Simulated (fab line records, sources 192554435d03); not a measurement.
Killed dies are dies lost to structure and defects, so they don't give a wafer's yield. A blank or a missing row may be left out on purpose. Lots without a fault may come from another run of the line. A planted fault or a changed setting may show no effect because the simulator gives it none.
Which tool did it? | flow n5_finfet | 10 lots, 29 wafers sampled, at 2 steps of a route of 1938

WHAT THE GAUGES READ, wafer by wafer
N5_BEOL_M9_CD_MEAS_28: target cd 70 nm. Usual: cd_nm 70.1 nm, standard deviation 0.31.
lot  | measured     | on        | cd_nm (nm)     | flag
L444 | day 10 07:20 | cd_sem-03 | 70.5 70.0 70.3 |
L446 | day 10 16:27 | cd_sem-02 | 70.0 69.8 69.8 |
L451 | day 11 20:38 | cd_sem-03 | 69.7 69.6 69.5 |
L449 | day 11 20:40 | cd_sem-01 | 70.1 70.5      |
L454 | day 12 21:53 | cd_sem-03 | 69.7 70.3 70.1 |
L462 | day 15 04:44 | cd_sem-01 | 70.2 70.8 70.3 |
L464 | day 15 23:56 | cd_sem-01 | 70.4 70.0 70.3 |
L465 | day 16 00:05 | cd_sem-01 | 69.7 69.4 70.2 |
L467 | day 16 07:53 | cd_sem-03 | 70.2 70.0 69.9 |
L466 | day 16 13:37 | cd_sem-03 | 70.1 69.9 69.7 |

WHICH TOOL RAN EACH LOT (tool, then ch and the chambers of the sampled wafers, then the start)
lot  | N5_BEOL_M9_ETCH_62
L444 | rie_diel-06 ch 0,2,3, day 10 05:28
L446 | rie_diel-06 ch 0,1,3, day 10 15:32
L451 | rie_diel-06 ch 0,2,3, day 11 17:04
L449 | rie_diel-05 ch 1,2, day 11 17:10
L454 | rie_diel-06 ch 1,2, day 12 21:05
L462 | rie_diel-03 ch 0,1,3, day 15 03:55
L464 | rie_diel-03 ch 1,3, day 15 23:13
L465 | rie_diel-05 ch 0,2,3, day 15 23:28
L467 | rie_diel-03 ch 0,1, day 16 07:12
L466 | rie_diel-06 ch 2,3, day 16 09:27
- N5_BEOL_M9_ETCH_62: etches SOC in N2/H2, target depth 110 nm, overetch 22 nm, time 165 s.

WHAT THE TOOLS THEMSELVES READ (means of the sampled wafers that have a number; where no wafer has one, the mark that the record gives instead)
N5_BEOL_M9_ETCH_62. Usual: bias_w 150.0 W, standard deviation 0.45; drypump_motor_current_A 5.8 A, standard deviation 0.31; oes_product_au 0.67 a.u., standard deviation 0.067; rf_vpp_V 523.1 V, standard deviation 2.7; showerhead_plenum_p_Torr 2.52 Torr, standard deviation 0.11; throttle_valve_pct 17.88 %, standard deviation 0.2.
lot  | tool        | bias_w (W) | drypump_motor_current_A (A) | oes_product_au (a.u.) | rf_vpp_V (V) | showerhead_plenum_p_Torr (Torr) | throttle_valve_pct (%) | flag
L444 | rie_diel-06 | 149.5      | 5.6                         | 0.74                  | 524.1        | 2.55                            | 17.73                  |
L446 | rie_diel-06 | 150.1      | 5.7                         | 0.67                  | 521.8        | 2.44                            | 17.78                  |
L451 | rie_diel-06 | 150.4      | 5.6                         | 0.71                  | 524.2        | 2.54                            | 17.75                  |
L449 | rie_diel-05 | 150.1      | 5.5                         | 0.61                  | 524.5        | 2.56                            | 17.74                  |
L454 | rie_diel-06 | 150.2      | 5.6                         | 0.67                  | 523.2        | 2.53                            | 17.97                  |
L462 | rie_diel-03 | 149.9      | 6.0                         | 0.65                  | 522.0        | 2.47                            | 17.96                  |
L464 | rie_diel-03 | 149.9      | 5.8                         | 0.62                  | 521.8        | 2.46                            | 18.15                  |
L465 | rie_diel-05 | 150.3      | 5.6                         | 0.66                  | 524.3        | 2.55                            | 18.04                  |
L467 | rie_diel-03 | 149.4      | 6.1                         | 0.64                  | 522.7        | 2.51                            | 17.92                  |
L466 | rie_diel-06 | 150.5      | 5.7                         | 0.66                  | 522.7        | 2.52                            | 17.80                  |

THE ANSWER, worked out from the rows above alone
Rule: a lot is off if the mean of its wafers that have a number lies more than 3 standard deviations from the usual mean. A lot without any number at a reading at which 4 lots or more have one is off too. The other lots that the step has rows for count as sound. The gauges are gone through in route order, then the tools' own readings, and for those a lot's mean is taken as printed above. The first step at which some lot is off is used, and at that step the reading that is off furthest; a lot without a number counts as furthest.
No lot is off at any reading shown: from this, nothing can be told.

WHAT THE SIMULATOR HAD PUT IN
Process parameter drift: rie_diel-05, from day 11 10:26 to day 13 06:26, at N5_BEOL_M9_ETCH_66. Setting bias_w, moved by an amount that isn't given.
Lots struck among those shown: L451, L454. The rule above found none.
